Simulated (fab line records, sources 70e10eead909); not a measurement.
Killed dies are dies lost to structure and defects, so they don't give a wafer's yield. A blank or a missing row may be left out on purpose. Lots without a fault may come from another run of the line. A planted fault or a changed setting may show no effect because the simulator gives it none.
fab line records | flow nand_harc
record lots=22 wafers=66 last_day=24
route steps=1159 shown A_STAIRCASE@555
lots that met no fault: from a run of the same line without faults
start_h: hours from the record's first day to the start of the lot's first wafer shown | wait_h: hours since the lot's step before | " the same as in the row above | L1.1+2: a row that stands for several wafers | - no value, or no start given | * or withheld: withheld | < > ~ a bound
route shown NAME@n: a module of which the file shows steps, and the number in the route of the first | usual: mean/standard deviation of fault-free wafers | same: alike in all rows | chamber/n: place in a boat | sites: the reading at each site | _std_site: their standard deviation | _edge_site: outer sites' mean less inner sites' | radius_mm: how far each site lies from the wafer's centre | mask NAME#n: copy n | behind: the tool/chamber that last shaped the wafer | hold: why the lot was held/for how many hours/how that ended | device: the transistor (n, p or np) that didn't switch | end of line: the same wafers' tests at the end of the route | a step without rows: its recipe alone | killed: dies lost to structure and defects at the first sort, not the wafer's yield | map: a wafer's dies, x killed, . not, _ none there
set.NAME: the setting as run; set.NAME@STEP: as run at that earlier step | model.NAME: the simulator's own value behind a step, which no gauge read
steps of the route over a sample of lots; a table a step, a row a wafer
services: from which hour (start_h, from the record's first day; less than 0 if before it) a tool's chamber was out of use, for how many hours, and why
## steps
# step NHARC_A_STAIRCASE_ETCH_19
# recipe target_depth_a=1000 time_s=40.5 ion_energy_ev=400 c4f8_flow_sccm=20 o2_flow_sccm=10 ar_flow_sccm=withheld rf_w=600 bias_w=1000 chemistry=C4F8/O2
# usual oes_product_au=0.944/0.012 rf_vpp_V=894/5.4
# same time_s=40.5
# columns lot.wafer tool chamber start_h wait_h oes_product_au rf_hours_counter_h rf_vpp_V
L074.3 rie_diel-05 0 - - 0.924 25 892
L074.1 " 1 " " 0.940 25 900
L074.6 " 3 " " 0.940 - 900
L076.2 rie_diel-05 2 - - 0.943 32 898
L076.4 " 3 " " 0.929 31 901
L076.5 " 2 " " 0.943 - 896
L078.4 rie_diel-11 1 - - 0.944 18 889
L078.1 " 2 " " 0.953 19 891
L078.6 " 1 " " 0.950 - 888
L077.4 rie_diel-05 0 - - 0.931 29 891
L077.2 " 1 " " 0.951 29 899
L077.6 " 0 " " 0.933 - 891
L075.3 rie_diel-11 1 - - 0.943 19 889
L075.5 " 1 " " 0.935 - 889
L075.6 " 2 " " 0.941 - 890
L080.1 rie_diel-02 3 - - 0.959 41 898
L080.2 " 0 " " 0.945 42 886
L080.6 " 2 " " 0.965 - 888
L079.4 rie_diel-05 1 - - 0.959 33 899
L079.1 " 2 " " 0.940 38 899
L079.6 " 1 " " 0.960 - 897
L081.3 rie_diel-11 1 - - 0.934 27 890
L081.2 " 3 " " 0.926 24 900
L081.4 " 0 " " 0.951 24 890
L082.3 rie_diel-02 3 - - 0.951 48 897
L082.4 " 0 " " 0.940 48 887
L082.6 " 3 " " 0.957 - 897
L083.1 rie_diel-11 1 - - 0.931 30 887
L083.5 " 3 " " 0.930 - 903
L083.6 " 0 " " 0.943 - 891
L084.1 rie_diel-05 3 - - 0.941 46 900
L084.6 " 3 " " 0.925 - 901
L084.5 " 1 " " 0.958 - 898
L085.2 rie_diel-02 0 - - 0.966 55 887
L085.4 " 1 " " 0.946 52 896
L085.6 " 3 " " 0.961 - 897
L087.3 rie_diel-05 3 - - 0.931 50 901
L087.5 " 3 " " 0.931 - 900
L087.4 " 0 " " 0.919 - 889
L086.1 rie_diel-11 0 - - 0.943 36 889
L086.2 " 1 " " 0.947 39 887
L086.3 " 3 " " 0.933 36 902
L089.3 rie_diel-02 3 - - 0.962 63 896
L089.4 " 2 " " 0.962 60 887
L089.6 " 3 " " 0.964 - 895
L090.2 rie_diel-05 1 - - 0.946 53 898
L090.4 " 3 " " 0.943 63 901
L090.5 " 1 " " 0.947 - 896
L091.3 rie_diel-05 3 - - 0.949 64 900
L091.4 " 1 " " 0.955 53 899
L091.5 " 3 " " 0.934 - 900
L093.1 rie_diel-02 0 - - 0.950 4 904
L093.2 " 2 " " 0.939 5 888
L093.5 " 0 " " 0.954 - 907
L094.2 rie_diel-02 3 - - 0.931 5 899
L094.1 " 0 " " 0.964 5 906
L094.3 " 1 " " 0.947 5 895
L095.2 rie_diel-11 2 - - 0.933 59 891
L095.6 " 2 " " 0.938 - 889
L095.5 " 3 " " 0.937 - 902
L096.3 rie_diel-02 2 - - 0.964 12 889
L096.1 " 3 " " 0.960 13 897
L096.5 " 2 " " 0.947 - 888
L097.1 rie_diel-02 0 - - 0.971 16 904
L097.5 " 0 " " 0.961 - 906
L097.6 " 1 " " 0.948 - 894
# step NHARC_A_STAIRCASE_TRIM_24
# recipe time_s=211.2 o2_flow_sccm=500 ar_flow_sccm=0 bias_w=0 chemistry=O2
# usual drypump_motor_current_A=5.71/0.28 oes_product_au=1.000/0.0098 rf_vpp_V=57.6/0.93 showerhead_plenum_p_Torr=3.47/0.14 throttle_valve_pct=17.037/0.0088
# same time_s=211.2
# columns lot.wafer tool chamber start_h wait_h drypump_motor_current_A oes_product_au rf_hours_counter_h rf_vpp_V showerhead_plenum_p_Torr throttle_valve_pct
L074.3 rie_diel-05 3 - - 5.54 1.005 29 59.4 3.67 17.037
L074.1 " 0 " " 5.60 0.979 25 58.7 3.39 17.028
L074.6 " 0 " " 5.62 0.993 - 56.8 3.39 17.034
L076.4 rie_diel-05 0 - - 5.60 0.986 27 58.9 3.39 17.038
L076.2 " 2 " " 5.51 0.994 32 58.3 3.58 17.039
L076.5 " 1 " " 5.73 1.010 - 57.2 3.61 17.043
L078.4 rie_diel-11 1 - - 5.60 0.995 18 58.4 3.33 17.034
L078.1 " 3 " " 5.40 0.996 14 58.0 3.67 17.045
L078.6 " 1 " " 5.59 0.998 - 55.7 3.33 17.026
L077.2 rie_diel-05 1 - - 5.71 1.005 30 58.0 3.61 17.059
L077.4 " 2 " " 5.47 0.986 34 58.1 3.58 17.031
L077.6 " 1 " " 5.69 1.006 - 57.3 3.61 17.027
L075.3 rie_diel-11 2 - - 5.95 1.002 23 57.2 3.37 17.041
L075.6 " 0 " " 6.16 1.014 - 58.8 3.38 17.039
L075.5 " 1 " " 5.62 0.991 - 58.4 3.33 17.051
L080.2 rie_diel-02 2 - - 5.84 1.011 37 57.3 3.33 17.065
L080.1 " 1 " " 6.03 0.995 38 58.5 3.49 17.037
L080.6 " 3 " " 5.68 1.018 - 58.0 3.56 17.040
L079.4 rie_diel-11 1 - - 5.61 0.990 21 56.4 3.33 17.039
L079.1 " 3 " " 5.39 0.986 18 59.7 3.67 17.034
L079.6 " 2 " " 5.96 0.998 - 58.2 3.37 17.039
L081.2 rie_diel-11 0 - - 6.13 1.005 24 56.6 3.38 17.024
L081.4 " 1 " " 5.63 0.994 28 56.8 3.33 17.030
L081.3 " 2 " " 5.96 1.002 30 56.3 3.37 17.047
L082.4 rie_diel-02 2 - - 5.87 1.010 45 57.7 3.33 17.038
L082.3 " 1 " " 6.03 1.010 45 58.1 3.49 17.033
L082.6 " 2 " " 5.85 1.018 - 58.5 3.33 17.039
L083.1 rie_diel-11 1 - - 5.64 0.997 30 57.5 3.33 17.034
L083.5 " 3 " " 5.38 0.998 - 57.7 3.66 17.045
L083.6 " 0 " " 6.12 1.015 - 57.9 3.37 17.048
L084.1 rie_diel-05 3 - - 5.56 0.990 46 59.2 3.66 17.039
L084.5 " 1 " " 5.68 1.007 - 57.6 3.60 17.035
L084.6 " 3 " " 5.55 0.993 - 57.9 3.66 17.021
L085.2 rie_diel-02 0 - - 5.09 1.008 55 57.0 3.28 17.033
L085.4 " 1 " " 6.04 1.006 52 57.2 3.48 17.025
L085.6 " 0 " " 5.12 1.008 - 58.0 3.28 17.039
L087.4 rie_diel-11 0 - - 6.15 1.003 33 57.4 3.37 17.027
L087.3 " 1 " " 5.63 0.990 35 57.1 3.32 17.031
L087.5 " 0 " " 6.17 1.002 - 57.1 3.37 17.048
L086.1 rie_diel-11 3 - - 5.39 0.995 36 57.7 3.66 17.040
L086.3 " 0 " " 6.12 1.005 36 57.1 3.37 17.036
L086.2 " 1 " " 5.62 1.002 39 56.2 3.32 17.032
L089.3 rie_diel-02 1 - - 6.05 1.009 65 57.0 3.48 17.039
L089.4 " 2 " " 5.85 1.015 60 57.6 3.32 17.027
L089.6 " 0 " " 5.11 1.016 - 55.8 3.27 17.019
L090.2 rie_diel-02 2 - - 5.87 1.000 0 57.9 3.32 17.047
L090.4 " 3 " " 5.72 0.998 0 58.7 3.55 17.038
L090.5 " 2 " " 5.85 0.999 - 57.5 3.32 17.044
L091.4 rie_diel-05 0 - - 5.61 0.992 57 57.3 3.38 17.029
L091.3 " 2 " " 5.51 0.995 66 57.7 3.57 17.040
L091.5 " 3 " " 5.54 1.001 - 57.5 3.65 17.037
L093.1 rie_diel-02 2 - - 5.84 0.999 5 56.0 3.31 17.031
L093.2 " 3 " " 5.68 1.002 5 59.1 3.55 17.047
L093.5 " 2 " " 5.83 0.995 - 56.6 3.32 17.044
L094.2 rie_diel-11 2 - - 5.96 0.996 56 58.0 3.36 17.040
L094.3 " 0 " " 6.13 1.010 52 57.1 3.36 17.053
L094.1 " 1 " " 5.65 0.994 55 58.5 3.31 17.033
L095.2 rie_diel-11 3 - - 5.40 0.995 41 57.4 3.66 17.046
L095.5 " 2 " " 5.97 0.990 - 57.1 3.35 17.033
L095.6 " 3 " " 5.39 0.998 - 57.9 3.66 17.029
L096.3 rie_diel-05 2 - - 5.50 1.007 6 57.6 3.56 17.041
L096.1 " 3 " " 5.53 0.999 8 58.3 3.64 17.042
L096.5 " 0 " " 5.63 1.010 - 57.3 3.37 17.027
L097.1 rie_diel-02 1 - - 6.01 1.001 15 57.0 3.47 17.026
L097.6 " 3 " " 5.68 1.007 - 57.0 3.54 17.034
L097.5 " 0 " " 5.10 1.013 - 59.2 3.80 17.029
# step NHARC_A_STAIRCASE_ETCH_27
# recipe target_depth_a=1000 time_s=40.5 ion_energy_ev=400 c4f8_flow_sccm=20 o2_flow_sccm=10 ar_flow_sccm=withheld rf_w=600 bias_w=1000 chemistry=C4F8/O2
# usual oes_product_au=0.944/0.013 rf_vpp_V=894/5.4
# same time_s=40.5
# columns lot.wafer tool chamber start_h wait_h oes_product_au rf_hours_counter_h rf_vpp_V
L074.3 rie_diel-05 3 - - 0.931 29 901
L074.1 " 0 " " 0.928 25 892
L074.6 " 3 " " 0.948 - 902
L076.4 rie_diel-05 2 - - 0.948 32 899
L076.2 " 0 " " 0.917 28 892
L076.5 " 1 " " 0.946 - 900
L078.1 rie_diel-11 2 - - 0.935 19 889
L078.4 " 3 " " 0.935 14 901
L078.6 " 0 " " 0.948 - 891
L077.4 rie_diel-05 3 - - 0.932 33 901
L077.2 " 0 " " 0.923 30 890
L077.6 " 0 " " 0.921 - 891
L075.3 rie_diel-11 0 - - 0.935 17 890
L075.5 " 0 " " 0.939 - 890
L075.6 " 1 " " 0.915 - 887
L080.2 rie_diel-02 1 - - 0.951 38 895
L080.1 " 3 " " 0.970 41 897
L080.6 " 2 " " 0.955 - 888
L079.4 rie_diel-11 1 - - 0.927 22 889
L079.1 " 3 " " 0.928 19 901
L079.6 " 1 " " 0.925 - 888
L081.2 rie_diel-11 0 - - 0.964 25 891
L081.3 " 2 " " 0.943 30 890
L081.4 " 3 " " 0.940 25 901
L082.4 rie_diel-02 3 - - 0.966 48 898
L082.3 " 0 " " 0.941 49 886
L082.6 " 0 " " 0.943 - 887
L083.1 rie_diel-11 3 - - 0.920 29 901
L083.5 " 0 " " 0.941 - 891
L083.6 " 1 " " 0.939 - 888
L084.1 rie_diel-05 2 - - 0.935 48 899
L084.6 " 2 " " 0.932 - 898
L084.5 " 3 " " 0.940 - 900
L085.2 rie_diel-02 1 - - 0.941 52 896
L085.4 " 2 " " 0.965 50 888
L085.6 " 1 " " 0.945 - 893
L087.3 rie_diel-11 0 - - 0.948 33 890
L087.4 " 1 " " 0.926 35 888
L087.5 " 0 " " 0.953 - 891
L086.2 rie_diel-11 0 - - 0.949 36 891
L086.3 " 1 " " 0.951 39 888
L086.1 " 2 " " 0.945 41 890
L089.4 rie_diel-02 0 - - 0.954 66 887
L089.3 " 2 " " 0.950 60 889
L089.6 " 0 " " 0.961 - 887
L090.2 rie_diel-02 2 - - 0.949 1 888
L090.4 " 3 " " 0.939 0 895
L090.5 " 0 " " 0.976 - 905
L091.3 rie_diel-05 0 - - 0.933 58 892
L091.4 " 1 " " 0.935 54 898
L091.5 " 2 " " 0.953 - 896
L093.1 rie_diel-02 2 - - 0.944 5 888
L093.2 " 3 " " 0.943 5 896
L093.5 " 2 " " 0.940 - 887
L094.2 rie_diel-11 0 - - 0.965 52 890
L094.3 " 1 " " 0.946 55 888
L094.1 " 2 " " 0.932 56 891
L095.2 rie_diel-11 0 - - 0.944 57 890
L095.5 " 0 " " 0.958 - 889
L095.6 " 1 " " 0.926 - 888
L096.1 rie_diel-05 2 - - 0.944 6 896
L096.3 " 0 " " 0.955 8 890
L096.5 " 3 " " 0.963 - 901
L097.1 rie_diel-02 2 - - 0.959 16 888
L097.5 " 2 " " 0.948 - 887
L097.6 " 3 " " 0.943 - 896
# step NHARC_A_STAIRCASE_TRIM_187
# recipe time_s=211.2 o2_flow_sccm=500 ar_flow_sccm=0 bias_w=0 chemistry=O2
# usual drypump_motor_current_A=5.66/0.27 oes_product_au=1.002/0.0098 rf_vpp_V=57.8/0.96 showerhead_plenum_p_Torr=3.49/0.14 throttle_valve_pct=17.037/0.0087
# same time_s=211.2
# columns lot.wafer tool chamber start_h wait_h drypump_motor_current_A oes_product_au rf_hours_counter_h rf_vpp_V showerhead_plenum_p_Torr throttle_valve_pct
L074.3 rie_diel-02 3 245.55 0.1 5.66 1.022 32 57.4 3.57 17.039
L074.1 " 0 " " 5.12 1.008 34 57.5 3.29 17.043
L074.6 " 2 " " 5.84 1.013 - 58.2 3.33 17.049
L076.2 rie_diel-02 2 253.18 0.1 5.86 1.010 33 57.4 3.33 17.027
L076.4 " 0 " " 5.12 1.001 37 58.9 3.29 17.018
L076.5 " 2 " " 5.86 1.007 - 58.4 3.33 17.057
L078.1 rie_diel-05 2 260.31 0.1 5.47 1.001 35 58.4 3.58 17.033
L078.4 " 0 " " 5.63 0.988 30 57.7 3.39 17.032
L078.6 " 3 " " 5.56 0.988 - 58.6 3.66 17.029
L077.2 rie_diel-05 2 260.54 0.1 5.46 0.992 35 59.4 3.58 17.053
L077.4 " 3 " " 5.55 0.991 34 58.4 3.66 17.052
L077.6 " 2 " " 5.47 0.994 - 59.6 3.58 17.046
L075.3 rie_diel-02 3 265.22 0.2 5.67 1.011 41 58.1 3.56 17.021
L075.5 " 2 " " 5.84 0.997 - 58.9 3.33 17.034
L075.6 " 3 " " 5.67 1.005 - 58.3 3.56 17.031
L080.2 rie_diel-05 3 266.59 0.1 5.55 0.998 37 58.1 3.66 17.049
L080.1 " 1 " " 5.69 1.003 34 58.3 3.61 17.025
L080.6 " 3 " " 5.57 0.986 - 58.1 3.66 17.038
L079.1 rie_diel-02 0 267.32 0.1 5.10 0.995 43 58.3 3.28 17.035
L079.4 " 1 " " 6.03 1.004 39 57.7 3.49 17.043
L079.6 " 0 " " 5.11 1.003 - 57.2 3.28 17.039
L081.4 rie_diel-11 0 287.93 0.3 6.11 0.996 25 59.8 3.37 17.041
L081.3 " 1 " " 5.64 0.985 29 57.8 3.33 17.032
L081.2 " 2 " " 5.96 0.995 31 58.3 3.37 17.043
L082.4 rie_diel-11 0 288.29 0.3 6.15 1.009 25 59.4 3.37 17.029
L082.3 " 2 " " 5.95 0.996 31 58.0 3.37 17.043
L082.6 " 0 " " 6.11 1.009 - 56.8 3.37 17.026
L083.1 rie_diel-02 2 295.96 0.1 5.83 1.015 48 56.8 3.32 17.036
L083.5 " 1 " " 6.06 1.009 - 57.8 3.49 17.030
L083.6 " 2 " " 5.83 1.008 - 58.1 3.32 17.038
L085.2 rie_diel-11 3 302.41 0.1 5.39 0.983 31 58.3 3.66 17.039
L085.4 " 1 " " 5.63 0.998 33 57.8 3.33 17.038
L085.6 " 3 " " 5.38 0.996 - 57.7 3.66 17.039
L084.1 rie_diel-05 3 302.68 0.1 5.56 1.006 48 59.0 3.65 17.029
L084.5 " 3 " " 5.55 0.991 - 58.1 3.65 17.043
L084.6 " 0 " " 5.63 0.995 - 58.6 3.39 17.041
L087.3 rie_diel-02 0 310.47 0.1 5.09 0.999 59 58.1 3.27 17.033
L087.4 " 3 " " 5.66 1.005 58 58.5 3.55 17.050
L087.5 " 0 " " 5.11 1.018 - 57.7 3.27 17.043
L086.2 rie_diel-05 1 321.18 0.1 5.70 1.007 46 57.2 3.60 17.038
L086.3 " 2 " " 5.49 0.998 57 57.6 3.57 17.046
L086.1 " 0 " " 5.61 0.997 49 57.7 3.38 17.045
L089.4 rie_diel-05 1 329.16 0.2 5.71 1.003 50 59.0 3.60 17.028
L089.3 " 2 " " 5.48 1.002 62 56.7 3.57 17.039
L089.6 " 0 " " 5.61 0.991 - 57.4 3.38 17.036
L090.2 rie_diel-11 1 339.75 0.1 5.65 0.994 49 56.5 3.32 17.037
L090.4 " 2 " " 5.96 0.996 - 58.1 3.36 17.041
L090.5 " 0 " " 6.13 1.009 - 58.0 3.36 17.024
L091.4 rie_diel-05 1 340.52 0.1 5.71 1.007 54 56.4 3.60 17.028
L091.3 " 3 " " 5.55 1.006 65 58.7 3.65 17.025
L091.5 " 0 " " 5.62 0.991 - 58.0 3.38 17.031
L093.1 rie_diel-02 2 350.48 0.1 5.87 1.001 6 56.2 3.31 17.026
L093.2 " 3 " " 5.69 1.001 6 55.8 3.55 17.032
L093.5 " 1 " " 6.04 1.003 - 58.0 3.47 17.036
L094.1 rie_diel-02 3 351.32 0.1 5.68 1.000 6 58.9 3.55 17.026
L094.3 " 0 " " 5.09 1.019 6 57.2 3.80 17.029
L094.2 " 1 " " 6.04 1.007 6 57.2 3.47 17.035
L095.2 rie_diel-05 3 357.77 0.1 5.55 1.001 3 57.6 3.64 17.029
L095.6 " 3 " " 5.55 1.005 - 58.3 3.64 17.030
L095.5 " 0 " " 5.63 1.004 - 57.9 3.37 17.043
L096.1 rie_diel-05 1 372.14 0.1 5.72 0.996 7 59.1 3.59 17.040
L096.3 " 3 " " 5.54 1.008 8 57.6 3.64 17.032
L096.5 " 1 " " 5.70 0.996 - 58.3 3.59 17.014
L097.1 rie_diel-11 2 386.97 0.1 5.96 0.994 3 56.0 3.35 17.048
L097.6 " 3 " " 5.39 0.993 - 58.3 3.65 17.024
L097.5 " 0 " " 6.16 1.006 - 58.9 3.35 17.044
# step NHARC_A_STAIRCASE_DESCUM_219
# recipe time_s=3 o2_flow_sccm=200 ar_flow_sccm=0 bias_power_w=0 chemistry=O2
# usual drypump_motor_current_A=5.72/0.27 oes_product_au=1.001/0.0096 rf_vpp_V=57.6/1 showerhead_plenum_p_Torr=1.87/0.076 throttle_valve_pct=11.311/0.0096
# same time_s=3
# columns lot.wafer tool chamber start_h wait_h drypump_motor_current_A oes_product_au rf_hours_counter_h rf_vpp_V showerhead_plenum_p_Torr throttle_valve_pct
L074.1 rie_diel-02 3 249.15 - 5.67 1.012 33 57.1 1.94 11.302
L074.3 " 2 " " 5.85 1.024 31 57.7 1.80 11.329
L074.6 " 0 " " 5.10 1.014 - 58.2 1.77 11.309
L076.4 rie_diel-05 1 256.83 - 5.68 1.003 29 59.0 1.96 11.323
L076.2 " 0 " " 5.61 0.990 28 58.1 1.83 11.330
L076.5 " 2 " " 5.49 1.004 - 57.3 1.95 11.312
L078.1 rie_diel-05 0 265.58 - 5.60 0.989 33 56.5 1.83 11.311
L078.4 " 1 " " 5.68 1.015 34 58.2 1.96 11.312
L078.6 " 0 " " 5.61 0.988 - 57.9 1.83 11.303
L077.4 rie_diel-11 0 265.75 - 6.09 1.021 17 58.3 1.83 11.319
L077.2 " 3 " " 5.39 1.009 19 56.9 2.00 11.320
L077.6 " 1 " " 5.61 0.994 - 57.0 1.80 11.320
L075.3 rie_diel-11 3 269.00 - 5.39 0.992 21 57.7 1.99 11.305
L075.5 " 1 " " 5.62 0.987 - 57.8 1.80 11.306
L075.6 " 2 " " 5.95 0.989 - 57.2 1.82 11.308
L080.2 rie_diel-02 3 270.51 - 5.66 1.012 43 57.7 1.93 11.309
L080.1 " 1 " " 6.00 1.007 41 56.9 1.89 11.306
L080.6 " 3 " " 5.63 1.021 - 58.5 1.93 11.315
L079.4 rie_diel-11 3 270.90 - 5.38 1.005 22 58.8 1.99 11.319
L079.1 " 0 " " 6.14 1.021 21 57.9 1.83 11.316
L079.6 " 0 " " 6.16 1.011 - 59.0 1.83 11.310
L081.3 rie_diel-11 0 292.24 - 6.12 0.997 27 57.8 1.82 11.315
L081.4 " 1 " " 5.63 0.984 30 56.4 1.80 11.308
L081.2 " 2 " " 5.95 0.989 33 57.9 1.82 11.298
L082.3 rie_diel-11 0 292.88 - 6.13 0.999 28 57.5 1.82 11.305
L082.4 " 1 " " 5.60 0.982 30 56.4 1.80 11.326
L082.6 " 3 " " 5.40 0.982 - 57.5 1.99 11.312
L083.1 rie_diel-11 1 299.82 - 5.61 0.989 32 57.2 1.80 11.307
L083.6 " 2 " " 5.97 0.993 - 57.7 1.82 11.312
L083.5 " 3 " " 5.38 0.992 - 58.1 1.99 11.316
L085.2 rie_diel-05 0 306.23 - 5.61 0.990 43 59.0 1.83 11.302
L085.6 " 2 " " 5.47 0.994 - 55.9 1.94 11.315
L085.4 " 3 " " 5.54 0.997 - 58.5 1.99 11.297
L084.1 rie_diel-11 1 308.73 - 5.62 1.002 35 57.4 1.79 11.317
L084.6 " 2 " " 5.94 0.995 - 55.8 1.82 11.303
L084.5 " 3 " " 5.39 1.002 - 58.3 1.99 11.318
L087.3 rie_diel-02 2 314.52 - 5.81 1.017 56 55.9 1.79 11.317
L087.4 " 3 " " 5.64 1.007 59 56.2 1.93 11.281
L087.5 " 1 " " 6.00 1.002 - 57.7 1.89 11.328
L086.2 rie_diel-11 2 329.09 - 5.96 0.999 46 57.9 1.82 11.300
L086.3 " 0 " " 6.13 1.013 42 57.0 1.82 11.315
L086.1 " 1 " " 5.63 0.992 44 58.2 1.79 11.311
L089.3 rie_diel-11 1 333.67 - 5.64 0.986 46 57.8 1.79 11.330
L089.4 " 2 " " 5.95 0.992 - 56.3 1.82 11.330
L089.6 " 1 " " 5.63 1.006 - 57.5 1.79 11.307
L090.2 rie_diel-11 1 344.18 - 5.63 0.993 51 55.9 1.79 11.309
L090.5 " 1 " " 5.64 0.995 - 57.9 1.79 11.323
L090.4 " 0 " " 6.09 0.997 - 57.0 1.82 11.297
L091.3 rie_diel-11 0 344.39 - 6.14 1.008 49 57.6 1.82 11.315
L091.5 " 0 " " 6.13 1.003 - 56.6 1.82 11.303
L091.4 " 2 " " 5.94 1.004 - 56.8 1.81 11.300
L093.2 rie_diel-05 1 354.24 - 5.70 0.998 1 58.7 1.95 11.298
L093.1 " 0 " " 5.60 1.007 2 59.0 1.83 11.318
L093.5 " 2 " " 5.49 1.011 - 58.4 1.93 11.314
L094.1 rie_diel-11 3 355.12 - 5.38 1.007 41 60.1 1.99 11.305
L094.3 " 0 " " 6.12 1.026 56 58.7 1.81 11.293
L094.2 " 1 " " 5.64 1.002 58 58.7 1.79 11.304
L095.2 rie_diel-05 3 361.49 - 5.54 1.012 4 59.7 1.98 11.302
L095.5 " 3 " " 5.54 1.016 - 59.5 1.98 11.316
L095.6 " 0 " " 5.61 1.014 - 57.5 1.82 11.305
L096.3 rie_diel-05 2 376.83 - 5.44 0.998 8 57.0 1.93 11.304
L096.1 " 0 " " 5.62 1.003 10 56.6 1.82 11.308
L096.5 " 2 " " 5.46 0.994 - 55.7 1.93 11.320
L097.1 rie_diel-05 2 390.53 - 5.48 1.006 13 58.5 1.93 11.315
L097.5 " 2 " " 5.48 1.005 - 58.9 1.93 11.323
L097.6 " 0 " " 5.59 0.996 - 59.1 1.82 11.300
# step NHARC_A_STAIRCASE_TRIM_224
# recipe time_s=211.2 o2_flow_sccm=500 ar_flow_sccm=0 bias_w=0 chemistry=O2
# usual drypump_motor_current_A=5.74/0.26 oes_product_au=1.001/0.0089 rf_vpp_V=57.7/0.94 showerhead_plenum_p_Torr=3.44/0.13 throttle_valve_pct=17.036/0.0092
# same time_s=211.2
# columns lot.wafer tool chamber start_h wait_h drypump_motor_current_A oes_product_au rf_hours_counter_h rf_vpp_V showerhead_plenum_p_Torr throttle_valve_pct
L074.1 rie_diel-02 1 - - 6.03 0.996 33 58.7 3.50 17.034
L074.3 " 2 " " 5.83 1.012 31 59.3 3.33 17.049
L074.6 " 3 " " 5.68 1.012 - 57.4 3.57 17.050
L076.2 rie_diel-05 3 - - 5.54 0.999 33 58.6 3.66 17.047
L076.4 " 2 " " 5.49 0.994 34 58.4 3.58 17.028
L076.5 " 3 " " 5.56 1.000 - 57.8 3.66 17.038
L078.4 rie_diel-05 0 - - 5.63 0.985 33 59.7 3.39 17.036
L078.1 " 1 " " 5.73 1.007 34 59.2 3.61 17.019
L078.6 " 2 " " 5.51 1.000 - 59.0 3.58 17.041
L077.2 rie_diel-11 3 - - 5.40 0.993 20 56.8 3.67 17.049
L077.4 " 0 " " 6.12 1.012 18 57.9 3.38 17.028
L077.6 " 0 " " 6.12 1.011 - 57.6 3.38 17.037
L075.3 rie_diel-11 3 - - 5.40 0.999 21 59.1 3.67 17.033
L075.5 " 3 " " 5.41 0.983 - 57.6 3.67 17.020
L075.6 " 0 " " 6.13 1.013 - 57.6 3.38 17.041
L080.1 rie_diel-02 1 - - 5.99 1.004 41 58.3 3.49 17.017
L080.2 " 0 " " 5.10 0.997 45 56.1 3.28 17.051
L080.6 " 1 " " 6.01 1.006 - 56.7 3.49 17.051
L079.4 rie_diel-11 2 - - 5.95 0.996 26 57.4 3.37 17.024
L079.1 " 3 " " 5.39 0.992 22 58.0 3.67 17.037
L079.6 " 3 " " 5.37 0.982 - 58.9 3.67 17.049
L081.4 rie_diel-11 1 - - 5.66 1.000 30 57.7 3.33 17.042
L081.2 " 2 " " 5.98 0.990 33 57.6 3.37 17.026
L081.3 " 3 " " 5.39 0.990 28 57.7 3.66 17.038
L082.4 rie_diel-11 0 - - 6.11 1.006 28 57.0 3.37 17.041
L082.3 " 1 " " 5.65 0.997 31 57.8 3.33 17.030
L082.6 " 1 " " 5.65 1.003 - 57.0 3.33 17.024
L083.1 rie_diel-11 0 - - 6.11 0.999 30 58.8 3.37 17.045
L083.6 " 2 " " 5.97 0.991 - 58.0 3.37 17.026
L083.5 " 3 " " 5.38 0.987 - 59.0 3.66 17.041
L085.2 rie_diel-05 2 - - 5.51 1.012 51 57.0 3.57 17.018
L085.4 " 2 " " 5.50 1.014 - 58.0 3.57 17.040
L085.6 " 3 " " 5.56 1.006 - 59.8 3.65 17.042
L084.1 rie_diel-11 1 - - 5.63 0.992 36 55.8 3.32 17.039
L084.5 " 1 " " 5.61 0.996 - 57.2 3.32 17.029
L084.6 " 2 " " 5.97 0.996 - 57.8 3.37 17.027
L087.4 rie_diel-02 2 - - 5.85 1.020 56 58.0 3.32 17.062
L087.3 " 0 " " 5.10 1.010 60 56.5 3.27 17.029
L087.5 " 2 " " 5.82 1.014 - 57.6 3.32 17.041
L086.2 rie_diel-11 2 - - 5.98 0.999 46 56.0 3.36 17.054
L086.3 " 0 " " 6.16 1.003 43 59.4 3.37 17.042
L086.1 " 1 " " 5.59 0.991 45 57.1 3.32 17.043
L089.3 rie_diel-11 1 - - 5.63 1.006 47 56.9 3.32 17.028
L089.4 " 2 " " 5.97 0.998 - 59.1 3.36 17.043
L089.6 " 0 " " 6.13 1.012 - 58.3 3.36 17.044
L090.2 rie_diel-11 2 - - 5.95 0.997 54 58.0 3.36 17.035
L090.5 " 1 " " 5.67 0.984 - 58.4 3.32 17.031
L090.4 " 2 " " 5.97 0.996 - 58.6 3.36 17.019
L091.3 rie_diel-11 1 - - 5.64 0.996 52 59.3 3.32 17.049
L091.5 " 2 " " 5.97 0.995 - 57.6 3.36 17.038
L091.4 " 0 " " 6.15 1.009 - 56.1 3.36 17.036
L093.1 rie_diel-05 3 - - 5.55 1.012 2 57.9 3.64 17.031
L093.2 " 0 " " 5.61 1.006 2 58.2 3.38 17.034
L093.5 " 0 " " 5.63 1.014 - 57.5 3.38 17.034
L094.3 rie_diel-11 1 - - 5.64 0.991 59 57.9 3.31 17.049
L094.1 " 2 " " 5.95 0.999 59 56.0 3.35 17.028
L094.2 " 3 " " 5.40 0.993 41 57.3 3.66 17.032
L095.2 rie_diel-05 1 - - 5.71 0.995 3 57.5 3.59 17.038
L095.5 " 3 " " 5.56 1.010 - 56.9 3.64 17.029
L095.6 " 0 " " 5.61 1.006 - 58.2 3.37 17.053
L096.1 rie_diel-05 0 - - 5.61 1.012 11 57.3 3.37 17.024
L096.3 " 1 " " 5.70 0.999 9 58.5 3.59 17.032
L096.5 " 0 " " 5.60 1.006 - 57.2 3.37 17.056
L097.1 rie_diel-05 2 - - 5.48 0.995 13 58.3 3.56 17.026
L097.5 " 1 " " 5.69 0.989 - 58.2 3.59 17.040
L097.6 " 2 " " 5.49 0.993 - 57.9 3.56 17.037
## services
# columns tool chamber start_h hours kind
rie_diel-05 1 223.34 2.1 repair
rie_diel-11 0 223.68 - clean
rie_diel-11 1 223.68 - clean
rie_diel-11 2 223.68 - clean
rie_diel-11 3 223.68 - clean
rie_diel-11 3 230.67 8.3 repair
rie_diel-11 0 231.29 6.4 repair
rie_diel-11 0 248.18 - clean
rie_diel-11 1 248.18 - clean
rie_diel-11 2 248.18 - clean
rie_diel-11 3 248.18 - clean
rie_diel-11 0 272.77 - clean
rie_diel-02 2 274.32 1.4 repair
rie_diel-11 3 278.25 3.4 repair
rie_diel-05 0 294.72 5.7 repair
rie_diel-02 0 303.23 3.9 repair
rie_diel-05 1 305.50 14.4 repair
rie_diel-11 3 319.62 27.1 repair
rie_diel-11 2 319.79 1.4 repair
rie_diel-02 - 327.82 9.0 pm
rie_diel-05 - 340.70 9.0 pm
rie_diel-05 - 352.65 0.9 repair
rie_diel-11 - 367.18 9.0 pm
rie_diel-05 3 381.74 12.5 repair
## key
fault none
